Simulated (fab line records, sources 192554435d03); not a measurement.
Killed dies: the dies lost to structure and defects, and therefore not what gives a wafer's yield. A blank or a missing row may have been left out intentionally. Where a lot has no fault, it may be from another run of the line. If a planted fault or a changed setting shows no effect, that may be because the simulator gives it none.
Split-lot experiment + flow n5Finfet + route with 1938 steps; 7 lots, 21 wafers read

## THE SPLIT ITSELF
At N5_BEOL_M4_DESCUM_16 (chemistry O2, time 7 s), the setting timeS was moved away from the recipe's 7 s on 3 of the 21 wafers read, by -21.9% to -9.2%. This setting was run at the recipe's value on the other wafers.

## FROM SPLIT TO READING: 1 step shown by the file between the two
- N5_BEOL_M4_ETCH_74: etches underlayer in N2/H2, target depth 6.5 nm, time 5.2 s

## THE READING
CAR-EUV_of_BEOL_M4_COAT_05.thkNm (the simulator's own value, which no gauge read), in nm, at N5_BEOL_M4_ETCH_63 (etches SiARC in CF4, target depth 15.6 nm, time 26 s). The file does not state a usual value for it. Here, 18 wafers ran the recipe; their average is 11.2 nm with a standard deviation of 0.16 nm.

| wafer  | tool, chamber at the split | timeS as run, s | against the recipe | CAR-EUV_of_BEOL_M4_COAT_05.thkNm, nm | against lot-mates on the recipe |
|--------|----------------------------|-----------------|--------------------|--------------------------------------|---------------------------------|
| L079.1 | rieDiel-06, 1,0,1          | 7               | recipe             | 10.8                                 | -                               |
| L079.3 | rieDiel-06, 1,0,1          | 7               | recipe             | 11.2                                 | -                               |
| L079.5 | rieDiel-06, 1,0,1          | 7               | recipe             | 11.2                                 | -                               |
| L078.3 | rieDiel-06, 0              | 7               | recipe             | 11.2                                 | -                               |
| L078.4 | rieDiel-06, 1,2            | 7               | recipe             | 11.2                                 | -                               |
| L078.6 | rieDiel-06, 1,2            | 7               | recipe             | 11                                   | -                               |
| L083.2 | rieDiel-04, 0              | 7               | recipe             | 11.2                                 | -                               |
| L083.5 | rieDiel-04, 1              | 6.358           | -9.2%              | 11.6                                 | +0.5                            |
| L083.6 | rieDiel-04, 2              | 7               | recipe             | 11                                   | -                               |
| L084.2 | rieDiel-06, 0,3,1          | 7               | recipe             | 11.4                                 | -                               |
| L084.4 | rieDiel-06, 0,3,1          | 7               | recipe             | 11.4                                 | -                               |
| L084.3 | rieDiel-06, 0,3,1          | 7               | recipe             | 11.2                                 | -                               |
| L085.1 | rieDiel-04, 3              | 7               | recipe             | 11.4                                 | -                               |
| L085.5 | rieDiel-04, 0,3            | 7               | recipe             | 11.2                                 | -                               |
| L085.6 | rieDiel-04, 0,3            | 7               | recipe             | 11.2                                 | -                               |
| L088.1 | rieDiel-04, 1,2            | 7               | recipe             | 11                                   | -                               |
| L088.3 | rieDiel-04, 3              | 5.467           | -21.9%             | 12.2                                 | +1.0                            |
| L088.5 | rieDiel-04, 1,2            | 7               | recipe             | 11.4                                 | -                               |
| L087.1 | rieDiel-04, 2,1            | 7               | recipe             | 11.2                                 | -                               |
| L087.2 | rieDiel-04, 0              | 5.688           | -18.7%             | 11.8                                 | +0.7                            |
| L087.3 | rieDiel-04, 2,1            | 7               | recipe             | 11                                   | -                               |
Rows listing several chambers each stand for several wafers; the file does not say which wafer went through which chamber.

FIT RESULTS
A straight line over all 21 wafers: CAR-EUV_of_BEOL_M4_COAT_05.thkNm changes by -0.0414 nm for each +1% of timeS; r = -0.85; the points scatter about the line by 0.16 nm.
The same after taking each lot's own level away (the mean of its wafers on the recipe; 21 wafers): -0.0432 nm for each +1%; r = -0.90; scatter 0.13 nm.
Per that fit: largest timeS move, reading shift of 0.95 nm.
The lots' own levels span 11.07 to 11.33 nm, that is 1.6 times the standard deviation above.
The two slopes are in agreement: the lot-to-lot level therefore moves the slope only a little.
Check: +0.889 nm against its lot-mates is what the line predicts for one of the wafers moved furthest among these (-21.9%) when that wafer is left out of the fit. Against them it came out at +1 nm.

## OTHER SPLITS ON THESE WAFERS
These wafers also went through other splits before the reading. Each is held against what the fit with the lots' levels taken away leaves over:
| other split on the same wafers            | wafers away from the commonest value | r with CAR-EUV_of_BEOL_M4_COAT_05.thkNm (lot level and that fit taken away) |
|-------------------------------------------|--------------------------------------|-----------------------------------------------------------------------------|
| N5_MOL_CONTACT_COAG_PECVD_31 tempC        | 5                                    | -0.51                                                                       |
| N5_MOL_CONTACT_COAG_COAT_64 spinRpm       | 6                                    | -0.01                                                                       |
| N5_BEOL_M0_SAQP_SPACER2_ALD_26 targetThkA | 8                                    | -0.02                                                                       |
| N5_BEOL_M3_COAT_76 spinRpm                | 9                                    | +0.07                                                                       |
| N5_BEOL_M4_COAT_73 spinRpm                | 4                                    | +0.53                                                                       |

## THE WHOLE CHAIN: every reading that the file lists as answering this split, in the file's order
| step                 | what it does                                                | reading                                                                           | change (the file's fit)                | r (the file's) |
|----------------------|-------------------------------------------------------------|-----------------------------------------------------------------------------------|----------------------------------------|----------------|
| N5_BEOL_M4_DESCUM_16 | chemistry O2, time 7 s                                      | CAR-EUV_of_BEOL_M4_COAT_05.thkNm (the simulator's own value, which no gauge read) | -0.0344 nm for each +1% of the setting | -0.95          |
| N5_BEOL_M4_ETCH_74   | etches underlayer in N2/H2, target depth 6.5 nm, time 5.2 s | CAR-EUV_of_BEOL_M4_COAT_05.thkNm (the simulator's own value, which no gauge read) | -0.0412 nm for each +1% of the setting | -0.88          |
| N5_BEOL_M4_ETCH_63   | etches SiARC in CF4, target depth 15.6 nm, time 26 s        | CAR-EUV_of_BEOL_M4_COAT_05.thkNm (the simulator's own value, which no gauge read) | -0.0433 nm for each +1% of the setting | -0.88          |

## FILE'S OWN FIT
CAR-EUV_of_BEOL_M4_COAT_05.thkNm changes by -0.0433 nm for each +1% of timeS, r = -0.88.
